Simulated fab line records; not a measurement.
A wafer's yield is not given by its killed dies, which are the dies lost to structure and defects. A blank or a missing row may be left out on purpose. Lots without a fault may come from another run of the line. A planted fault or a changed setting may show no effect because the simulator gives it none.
Matching of chambers / flow nandHarc / rieDiel-09 running NHARC_A_BLC_ETCH_16: 4 sister chambers
The step etches the open film in CF4, target depth 39 nm, time 65 s. 4 wafers are shown with their chamber, then 7 later ones without.

EACH WAFER AND ITS CHAMBER
wafer=L865.1; chamber=2; drypumpMotorCurrentA (A)=6.5
wafer=L873.3; chamber=3; drypumpMotorCurrentA (A)=5.5
wafer=L875.1; chamber=0; drypumpMotorCurrentA (A)=5.1
wafer=L875.3; chamber=1; drypumpMotorCurrentA (A)=5.1

WAFERS WHOSE CHAMBER IS MISSING
wafer=L875.6; drypumpMotorCurrentA (A)=5.1
wafer=L877.2; drypumpMotorCurrentA (A)=5.1
wafer=L877.3; drypumpMotorCurrentA (A)=6.4
wafer=L877.6; drypumpMotorCurrentA (A)=5.4
wafer=L880.2; drypumpMotorCurrentA (A)=6.5
wafer=L880.5; drypumpMotorCurrentA (A)=5.4
wafer=L880.6; drypumpMotorCurrentA (A)=6.5

THE CHAMBER EACH PASSED THROUGH
wafer=L875.6; from the rows above=can't be placed: 0 or 1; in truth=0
wafer=L877.2; from the rows above=can't be placed: 0 or 1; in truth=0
wafer=L877.3; from the rows above=2; in truth=2
wafer=L877.6; from the rows above=3; in truth=3
wafer=L880.2; from the rows above=2; in truth=2
wafer=L880.5; from the rows above=3; in truth=3
wafer=L880.6; from the rows above=2; in truth=2
5 of 7 placed correctly. These rows do not allow placing 2 (true chamber among the candidates in 2). Number placed wrongly: 0.
How it was worked out, from the rows above alone: a wafer's distance from a chamber is the root of the sum, over the readings, of the square of ((its reading less the chamber's mean) divided by the reading's scatter). The wafer belongs to the nearest chamber; if the next one is less than 2 further off, it can't be placed. A chamber's mean is the mean of its shown wafers. The scatter: with one shown wafer a chamber, the root of the mean of the squares of how far each hidden wafer lies from its nearest shown one.
